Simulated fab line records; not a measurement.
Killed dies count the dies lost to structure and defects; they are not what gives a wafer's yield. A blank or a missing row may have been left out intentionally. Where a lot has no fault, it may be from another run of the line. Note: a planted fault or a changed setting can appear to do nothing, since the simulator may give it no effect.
Split-lot experiment -- flow n5 finfet -- 39 wafers read from 7 lots, route of 1938 steps

== ON THE SPLIT ==
At N5_MOL_CONTACT_COAG_CONTACT_ETCH_14 (etches SiO2 in C4F6/O2, target depth 27.5 nm, overetch 8.5 nm, time 20 s), the setting time s was moved away from the recipe's 20 s on 12 of the 39 wafers read, by -57.8% to +41.3%. For the rest of the wafers, this setting stayed at what the recipe calls for.

== FROM THE SPLIT TO THE READING: what the file shows between them, 2 steps ==
- N5_MOL_CONTACT_COAG_STRIP_109: strips in C4F6/O2
- N5_MOL_CONTACT_COAG_ETCH_15: etches SiNx in CH3F/O2, stops on Si:P, target depth 7 nm

== THE READING ==
SOC_of_MOL_CONTACT_COAG_COAT_103.thk nm (the simulator's own value, which no gauge read), in nm, at N5_MOL_CONTACT_COAG_ETCH_110 (etches Si in CF4/O2, target depth 2.5 nm, time 8 s). The file does not state a usual value for it. Across the 27 wafers here that went through the recipe, the average is 73.8 nm and the standard deviation 0.29 nm.

wafer,"tool, chamber at the split","time s as run, s",against the recipe,"SOC_of_MOL_CONTACT_COAG_COAT_103.thk nm, nm",against lot-mates on the recipe
L074.1,"rie diel-03, 3,2",20,recipe,73.8,-
L074.3,"rie diel-03, 3,2",20,recipe,73.8,-
L074.2,"rie diel-03, 1,0",8.45,-57.8%,75,+1.1
L074.6,"rie diel-03, 0",8.45,-57.8%,75,+1.1
L074.4,"rie diel-03, 1,0",8.45,-57.8%,74.8,+0.9
L074.5,"rie diel-03, 3",20,recipe,74,-
L082.1,"rie diel-06, 0,1",20,recipe,73.2,-
L082.2,"rie diel-06, 1,2,0",20,recipe,73.2,-
L082.6,"rie diel-06, 0,1",20,recipe,73.2,-
L082.3,"rie diel-06, 3",20,recipe,73.6,-
L082.4,"rie diel-06, 1,2,0",20,recipe,73.4,-
L082.5,"rie diel-06, 1,2,0",20,recipe,73.4,-
L084.1,"rie diel-04, 1,2",20,recipe,74,-
L084.4,"rie diel-04, 1,2",20,recipe,74,-
L084.2,"rie diel-04, 0,3",28.27,+41.3%,73,-0.9
L084.3,"rie diel-04, 0,3",28.27,+41.3%,73,-0.9
L084.5,"rie diel-04, 3",28.27,+41.3%,73.2,-0.7
L084.6,"rie diel-04, 2",20,recipe,73.8,-
L092.1,"rie diel-06, 0,2,2",24.84,+24.2%,73.8,-0.1
L092.2,"rie diel-06, 3,1,1",20,recipe,74,-
L092.5,"rie diel-06, 3,1,1",20,recipe,74,-
L092.3,"rie diel-06, 3,1,1",20,recipe,73.8,-
L092.4,"rie diel-06, 0,2,2",24.84,+24.2%,73.6,-0.3
L092.6,"rie diel-06, 0,2,2",24.84,+24.2%,73.6,-0.3
L093.1,"rie diel-03, 0,2,2",20,recipe,73.8,-
L093.3,"rie diel-03, 0,2,2",20,recipe,73.8,-
L093.6,"rie diel-03, 0,2,2",20,recipe,73.8,-
L093.2,"rie diel-03, 3,1",20,recipe,73.4,-
L093.4,"rie diel-03, 1",20,recipe,74.2,-
L093.5,"rie diel-03, 3,1",20,recipe,73.6,-
L095.1,"rie diel-03, 2,3",20,recipe,74.2,-
L095.2,"rie diel-03, 0",23.23,+16.1%,74,+0.0
L095.3,"rie diel-03, 2,3",20,recipe,74,-
L095.4,"rie diel-03, 2,0",23.23,+16.1%,73.6,-0.4
L095.5,"rie diel-03, 2,0",23.23,+16.1%,73.6,-0.4
L095.6,"rie diel-03, 3",20,recipe,73.8,-
L097.2,"rie diel-03, 1",20,recipe,74,-
L097.4,"rie diel-03, 1",20,recipe,74,-
L097.3,"rie diel-03, 2",20,recipe,73.8,-
Where a row lists several chambers, the file gives one row for several wafers and doesn't say which wafer went through which chamber.

FIT RESULTS
A straight line over all 39 wafers: SOC_of_MOL_CONTACT_COAG_COAT_103.thk nm changes by -0.0171 nm for each +1% of time s; r = -0.80; the points scatter about the line by 0.28 nm.
The same after taking each lot's own level away (the mean of its wafers on the recipe; 39 wafers): -0.0184 nm for each +1%; r = -0.93; scatter 0.16 nm.
The reading moves by 1.1 nm for the largest change in time s, on that fit.
From 73.33 to 74.00 nm: that is the span of the lots' own levels, equal to 2.3 times the standard deviation above.
So the lot-to-lot level blurs the effect unless lot-mates are compared.
Check: for one of the wafers moved furthest among these (-57.8%), held out of the fit, the line's prediction against its lot-mates is +1.05 nm. Against them it came out at +1.13 nm.

== OTHER SPLITS APPLIED TO THESE WAFERS ==
Before the reading, these wafers also passed through other splits. Each is held against what the fit with the lots' levels taken away leaves over:
other split on the same wafers,wafers away from the commonest value,r with SOC_of_MOL_CONTACT_COAG_COAT_103.thk nm (lot level and that fit taken away)
N5_ZERO_LAYER_PECVD_02 time s,12,+0.05
N5_FIN_SAQP_HM_DEP_72 time s,12,-0.17
N5_HKMG_FIN_ALD_36 ald cycles,18,-0.03

== THE WHOLE CHAIN: every reading that the file lists as answering this split, in the file's order ==
step,what it does,reading,change (the file's fit),r (the file's)
N5_MOL_CONTACT_COAG_CONTACT_ETCH_14,"etches SiO2 in C4F6/O2, target depth 27.5 nm, overetch 8.5 nm, time 20 s","SOC_of_MOL_CONTACT_COAG_COAT_103.thk nm (the simulator's own value, which no gauge read)",-0.017 nm for each +1% of the setting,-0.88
N5_MOL_CONTACT_COAG_ETCH_15,"etches SiNx in CH3F/O2, stops on Si:P, target depth 7 nm","SOC_of_MOL_CONTACT_COAG_COAT_103.thk nm (the simulator's own value, which no gauge read)",-0.0188 nm for each +1% of the setting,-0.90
N5_MOL_CONTACT_COAG_ETCH_110,"etches Si in CF4/O2, target depth 2.5 nm, time 8 s","SOC_of_MOL_CONTACT_COAG_COAT_103.thk nm (the simulator's own value, which no gauge read)",-0.0184 nm for each +1% of the setting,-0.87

== THE FILE'S OWN FIT ==
SOC_of_MOL_CONTACT_COAG_COAT_103.thk nm changes by -0.0184 nm for each +1% of time s, r = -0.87.
